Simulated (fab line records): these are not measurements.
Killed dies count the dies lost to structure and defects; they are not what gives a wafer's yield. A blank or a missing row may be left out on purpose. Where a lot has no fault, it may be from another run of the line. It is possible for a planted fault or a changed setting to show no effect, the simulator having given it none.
A struck lot beside a sound one | flow n5-finfet | 36 steps out of a route of 1938
Sound: wafers L313.1, L313.3, L313.4. Struck: wafer L323.6. (L323.1, L323.3 of the same lot were not struck and are left out.) The cause comes at the end.
Order at every step that has rows: each side's tool, ch and its chambers, its first start. Under that, the readings that differ: sound wafers | struck wafers | difference of the means | sigmas: that difference in standard deviations of wafers without a fault.
alike: words and numbers the same on both sides, and readings whose means are apart by under 2 such deviations; not compared: readings that were withheld, readings missing a value for some wafer, numbers with overlapping values and no deviation given by the record, and bounds like >300 which may hide the same value.
Wherever a step has rows on one side only, a row that says differs or no value, or a row with sigmas, the two part there. Non-overlapping numbers with no deviation appear without sigmas and do not part them. Lack of a reading on every wafer of one side parts them only where that side has two or more wafers.

first, 9 steps without rows for these wafers: N5_BEOL_M7_ALD_77 (deposits TaN, target thk 2 nm, pulse time 2 s, purge time 3 s); N5_BEOL_M7_SURFACE_TREAT_79; N5_BEOL_M7_CVD_78 (deposits Co from CCTBA/H2, target thk 2 nm, time 142.3 s); N5_BEOL_M7_SPUTTER_48 (material Cu, target thk 10 nm, time 1.667 s); N5_BEOL_M7_ECD_50 (material Cu, target thk 300 nm); N5_BEOL_M7_ANNEAL_51 (time 90 s); N5_BEOL_M7_CMP_52 (polishes, stops on SiCOH lowk, t overpolish 6.9 s, target thk 80 nm); N5_BEOL_M7_PRE_CLEAN_55 (time 15 s); N5_BEOL_M7_DEP_56 (deposits SiCN from 3MS/NH3, target thk 10 nm, time 17.5 s).
N5_BEOL_M8_ILD_DEP_00: deposits SiCOH lowk from DEMS/porogen, target thk 179.75 nm, time 33.4 s.
  sound on pecvd-03 ch 0,2, day 11 02:56; struck on pecvd-03 ch 2, day 12 20:40
  reading                                            | sound           | struck | difference | sigmas
  model.SiCOH_lowk_of_BEOL_M8_ILD_DEP_00.thk-nm (nm) | 175.8 178 179.8 | 210.8  | +32.9      |
  alike: heater-power-w, showerhead-plenum-p-Torr, throttle-valve-pct
then, 1 step without rows for these wafers: N5_BEOL_M8_CURE_74 (cures SiCOH lowk, time 240 s).
N5_BEOL_M8_THK_MEAS_01:
  sound on film-metro-01, day 11 03:31; struck on film-metro-02, day 12 21:33
  reading         | sound             | struck | difference | sigmas
  M8_ILD_THK (nm) | 151.8 153.6 154.9 | 182.2  | +28.8      | +13
then, 23 steps without rows for these wafers: N5_BEOL_M8_PECVD_70 (deposits SiO2 from TEOS/O2, target thk 20 nm, time 22.7 s); N5_BEOL_M8_HM_DEP_02 (deposits TiN, target thk 20 nm); N5_BEOL_M8_COAT_59 (time 60 s, resist thk 100 nm); N5_BEOL_M8_COAT_60 (time 60 s, resist thk 35 nm); N5_BEOL_M8_COAT_05 (resist thk 90 nm); N5_BEOL_M8_EBR_07; N5_BEOL_M8_SOFTBAKE_06 (time 60 s); N5_BEOL_M8_EXPOSE_08 (exposes mask M8); N5_BEOL_M8_PEB_09 (peb time 60 s); N5_BEOL_M8_DEVELOP_10 (develop time 30 s); N5_BEOL_M8_DESCUM_16 (chemistry O2, time 7.9 s); N5_BEOL_M8_ETCH_61 (etches SiARC in CF4, target depth 45.5 nm, time 75.8 s); N5_BEOL_M8_ETCH_62 (etches SOC in N2/H2, target depth 110 nm, overetch 22 nm, time 165 s); N5_BEOL_M8_STRIP_68 (strips in N2/H2); N5_BEOL_M8_STRIP_67 (strips in CF4); N5_BEOL_M8_HM_OPEN_17 (chemistry Cl2/BCl3, target TiN, target depth 20 nm, overetch 6 nm); N5_BEOL_M8_STRIP_19 (strips in O2); N5_BEOL_M8_COAT_63 (time 60 s, resist thk 60 nm); N5_BEOL_M8_COAT_64 (time 60 s, resist thk 12 nm); N5_BEOL_M8_COAT_71 (time 60 s, resist thk 5 nm); N5_BEOL_M8_COAT_22 (resist thk 30 nm); N5_BEOL_M8_EBR_24; N5_BEOL_M8_SOFTBAKE_23 (time 60 s).
N5_BEOL_M8_CMP_52: polishes, stops on SiCOH lowk, t overpolish 6.9 s, target thk 80 nm.
  sound on cmp-01 ch 0,1,3, day 11 13:32; struck on cmp-04 ch 0, day 13 06:35
  reading                                            | sound           | struck | difference | sigmas
  model.SiCOH_lowk_of_BEOL_M8_ILD_DEP_00.thk-nm (nm) | 148.6 150.6 152 | 179.2  | +28.8      |
  alike: edge-zone-pressure-frac, motor-current-A

## WHERE THEY PART
At N5_BEOL_M8_THK_MEAS_01 and nowhere else, as far as this record goes. Later steps at which nothing parts them and some readings are alike: N5_BEOL_M8_CMP_52.

WHY: what had been put in by the simulator
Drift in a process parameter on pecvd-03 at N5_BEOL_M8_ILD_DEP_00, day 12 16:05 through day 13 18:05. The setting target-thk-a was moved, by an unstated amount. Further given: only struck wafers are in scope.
